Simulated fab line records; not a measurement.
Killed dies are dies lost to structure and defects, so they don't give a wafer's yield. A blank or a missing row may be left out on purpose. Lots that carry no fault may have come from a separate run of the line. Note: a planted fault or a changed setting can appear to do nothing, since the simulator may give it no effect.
Chamber matching | flow n5 finfet | N5_BEOL_M1_PRE_CLEAN_60 on cvd co-01 has 3 sister chambers
The step time 15 s. 3 wafers are shown with their chamber, then 12 later ones without.

WAFERS WITH THEIR CHAMBER
wafer  | chamber | heater power w (W)
L093.1 | 2       | 86
L093.2 | 0       | 66
L093.3 | 1       | 115

WAFERS WITH NO CHAMBER GIVEN
wafer  | heater power w (W)
L095.1 | 64
L095.3 | 88
L095.6 | 87
L096.2 | 66
L096.3 | 88
L096.6 | 110
L097.1 | 64
L097.2 | 111
L097.3 | 85
L097.4 | 65
L097.5 | 111
L097.6 | 87

WHICH CHAMBER EACH ONE RAN IN
wafer  | from the rows above | in truth
L095.1 | 0                   | 0
L095.3 | 2                   | 2
L095.6 | 2                   | 2
L096.2 | 0                   | 0
L096.3 | 2                   | 2
L096.6 | 1                   | 1
L097.1 | 0                   | 0
L097.2 | 1                   | 1
L097.3 | 2                   | 2
L097.4 | 0                   | 0
L097.5 | 1                   | 1
L097.6 | 2                   | 2
Placed correctly: 12 of 12. Can't be placed from these rows: 0. 0 placed wrongly.
How it was worked out, from the rows above alone: a wafer's distance from a chamber is the root of the sum, over the readings, of the square of ((its reading less the chamber's mean) divided by the reading's scatter). If the next closest chamber is less than 2 further off than the closest, the wafer can't be placed; otherwise it belongs to the closest. The mean given for a chamber averages the wafers shown for that chamber. The scatter: with one shown wafer a chamber, the root of the mean of the squares of how far each hidden wafer lies from its nearest shown one.
